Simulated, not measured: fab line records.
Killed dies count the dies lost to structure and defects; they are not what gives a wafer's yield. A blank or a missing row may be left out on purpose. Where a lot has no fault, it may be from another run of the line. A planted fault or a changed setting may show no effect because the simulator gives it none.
Matching of chambers | flow n5Finfet | aldSin-03 running N5_SPACER0_ALD_07: 4 sister chambers
The step deposits SiNx, target thk 2 nm. 18 wafers are shown with their chamber, then 9 later ones without.

== WAFERS, EACH WITH ITS CHAMBER ==
wafer  | chamber | heaterPowerW (W) | susceptorTempC (C)
L074.1 | 0       | 774              | 399.56
L074.3 | 2       | 739              | 400.22
L074.6 | 1       | 1049             | 399.91
L075.1 | 2       | 745              | 400.02
L075.3 | 0       | 772              | 399.95
L075.6 | 2       | 755              | 400.25
L077.2 | 3       | 861              | 400.28
L077.3 | 0       | 769              | 399.94
L077.5 | 0       | 788              | 400.19
L083.2 | 2       | 687              | 399.80
L083.3 | 0       | 782              | 399.41
L083.4 | 1       | 994              | 399.63
L087.1 | 0       | 774              | 399.77
L087.5 | 1       | 996              | 399.93
L087.6 | 2       | 687              | 400.10
L088.2 | 1       | 986              | 400.11
L088.3 | 0       | 768              | 400.21
L088.5 | 0       | 756              | 400.47

SIGNATURES (means of the wafers above)
reading        | chamber 0 | chamber 1 | chamber 2 | chamber 3 | scatter within a chamber
heaterPowerW   | 772.88    | 1006.25   | 722.60    | 861.00    | 23.1
susceptorTempC | 399.9375  | 399.8950  | 400.0780  | 400.2800  | 0.283
Rule: for a wafer and a chamber, the distance is found by dividing, reading by reading, the gap between the wafer's reading and the chamber's mean by the reading's scatter, squaring, summing and taking the root. If the next closest chamber is less than 2 further off than the closest, the wafer can't be placed; otherwise it belongs to the closest. How the scatter is found: for the shown wafers, subtract from each reading the mean of its chamber, square and add these, divide the total by (wafers less chambers), then take the root.

== WAFERS WHOSE CHAMBER IS MISSING ==
wafer  | heaterPowerW (W) | susceptorTempC (C)
L093.2 | 782              | 400.13
L093.5 | 696              | 399.91
L093.6 | 986              | 400.07
L094.3 | 1040             | 399.85
L094.4 | 701              | 399.89
L094.5 | 762              | 399.78
L095.1 | 711              | 399.92
L095.2 | 748              | 399.89
L095.6 | 772              | 399.83

== EACH ONE'S CHAMBER ==
wafer  | from the rows above     | in truth
L093.2 | can't be placed: 0 or 2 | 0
L093.5 | 2                       | 2
L093.6 | 1                       | 1
L094.3 | 1                       | 1
L094.4 | can't be placed: 2 or 0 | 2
L094.5 | can't be placed: 0 or 2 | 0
L095.1 | can't be placed: 2 or 0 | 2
L095.2 | can't be placed: 0 or 2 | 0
L095.6 | can't be placed: 0 or 2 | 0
Placed correctly: 3 of 9. Can't be placed from these rows: 6 (the true chamber is among the candidates in 6). 0 placed wrongly.
